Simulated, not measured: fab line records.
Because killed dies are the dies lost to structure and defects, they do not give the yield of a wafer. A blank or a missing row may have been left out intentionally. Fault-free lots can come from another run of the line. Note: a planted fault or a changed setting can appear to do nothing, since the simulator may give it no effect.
Split-lot experiment | flow n5Finfet | 7 lots, 21 wafers read, on a route of 1938 steps

THE SPLIT ITSELF
At N5_BEOL_M15_COAT_22 (resist thk 800 nm), the setting spinRpm was moved away from the recipe's 1704 rpm on 8 of the 21 wafers read, by -10.6% to +9.6%. All remaining wafers had this setting at the recipe value.

FROM THE SPLIT TO THE READING: what the file shows between them, 4 steps
- N5_BEOL_M15_DEVELOP_27: develop time 45 s (also split here: developTimeS)
- N5_BEOL_M15_HARDBAKE_32: time 120 s
- N5_BEOL_M15_DESCUM_33: chemistry O2, time 7.9 s
- N5_BEOL_M15_ETCH_61: etches BARC in N2/H2, target depth 89 nm, overetch 26.7 nm, time 67.9 s

THE READING
coat_of_BEOL_M15_COAT_22.thkNm (the simulator's own value, which no gauge read), in nm, at N5_BEOL_M15_TRENCH_ETCH_34 (etches SiO2 in C4F8/O2/Ar, target depth 872.93 nm, time 199 s). There is no usual value for it anywhere in the file. The 13 wafers here that ran the recipe average 542.4 nm, standard deviation 2.9 nm.

wafer  | tool, chamber at the split | spinRpm as run, rpm | against the recipe | coat_of_BEOL_M15_COAT_22.thkNm, nm | against lot-mates on the recipe
L078.1 | lithoTrack-01, 0           | 1861                | +9.2%              | 508.8                              | -32.6
L078.3 | lithoTrack-01, 0           | 1861                | +9.2%              | 503.6                              | -37.8
L078.6 | lithoTrack-01, 0           | 1704                | recipe             | 541.4                              | -
L083.1 | lithoTrack-03, 0           | 1704                | recipe             | 542.4                              | -
L083.2 | lithoTrack-03, 0           | 1704                | recipe             | 544.8                              | -
L083.6 | lithoTrack-03, 0           | 1704                | recipe             | 544.8                              | -
L088.4 | lithoTrack-03, 0           | 1654                | -2.9%              | 552.8                              | +10.6
L088.5 | lithoTrack-03, 0           | 1704                | recipe             | 543.6                              | -
L088.6 | lithoTrack-03, 0           | 1704                | recipe             | 540.8                              | -
L089.1 | lithoTrack-03, 0           | 1704                | recipe             | 544.4                              | -
L089.3 | lithoTrack-03, 0           | 1704                | recipe             | 539.8                              | -
L089.5 | lithoTrack-03, 0           | 1704                | recipe             | 539.8                              | -
L093.1 | lithoTrack-03, 0           | 1704                | recipe             | 547.6                              | -
L093.3 | lithoTrack-03, 0           | 1523                | -10.6%             | 593                                | +45.4
L093.6 | lithoTrack-03, 0           | 1523                | -10.6%             | 592.6                              | +45.0
L094.1 | lithoTrack-04, 0           | 1704                | recipe             | 537                                | -
L094.2 | lithoTrack-04, 0           | 1704                | recipe             | 545.2                              | -
L094.5 | lithoTrack-04, 0           | 1766                | +3.6%              | 528.2                              | -12.9
L096.1 | lithoTrack-01, 0           | 1868                | +9.6%              | 505.6                              | -33.6
L096.2 | lithoTrack-01, 0           | 1868                | +9.6%              | 507.2                              | -32.0
L096.5 | lithoTrack-01, 0           | 1704                | recipe             | 539.2                              | -

FIT RESULTS
A straight line over all 21 wafers: coat_of_BEOL_M15_COAT_22.thkNm changes by -4.2 nm for each +1% of spinRpm; r = -0.99; the points scatter about the line by 3.4 nm.
The same after taking each lot's own level away (the mean of its wafers on the recipe; 21 wafers): -3.87 nm for each +1%; r = -0.99; scatter 2.6 nm.
That fit puts the effect of the largest move of spinRpm on the reading at 41 nm.
The span of the lots' own levels, 539.20 to 547.60 nm, comes to 2.9 times the standard deviation stated above.
Consequently the slope shifts little with the lot-to-lot level, the two slopes agreeing.
Check: with one of the wafers moved furthest among these (-10.6%) left out of the fit, the line predicts +40.8 nm for it against its lot-mates. It came out at +45.4 nm against them.

OTHER SPLITS ON THESE WAFERS
Before the reading, these wafers also passed through other splits. Each is held against what the fit with the lots' levels taken away leaves over:
other split on the same wafers      | wafers away from the commonest value | r with coat_of_BEOL_M15_COAT_22.thkNm (lot level and that fit taken away)
N5_BEOL_M14_ILD_DEP_00 timeS        | 10                                   | -0.07
N5_BEOL_M14_EXPOSE_07 doseMj        | 5                                    | -0.03
N5_BEOL_M15_ILD_DEP_00 tempC        | 12                                   | -0.06
N5_BEOL_M15_EXPOSE_07 doseMj        | 9                                    | +0.07
N5_BEOL_M15_DEVELOP_27 developTimeS | 5                                    | -0.13

THE WHOLE CHAIN: every reading that the file lists as answering this split, in the file's order
step                       | what it does                                                  | reading                                                                         | change (the file's fit)              | r (the file's)
N5_BEOL_M15_COAT_22        | resist thk 800 nm                                             | coat_of_BEOL_M15_COAT_22.thkNm (the simulator's own value, which no gauge read) | -4 nm for each +1% of the setting    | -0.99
N5_BEOL_M15_TRENCH_ETCH_34 | etches SiO2 in C4F8/O2/Ar, target depth 872.93 nm, time 199 s | coat_of_BEOL_M15_COAT_22.thkNm (the simulator's own value, which no gauge read) | -3.84 nm for each +1% of the setting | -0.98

FILE'S OWN FIT
coat_of_BEOL_M15_COAT_22.thkNm changes by -3.84 nm for each +1% of spinRpm, r = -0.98.
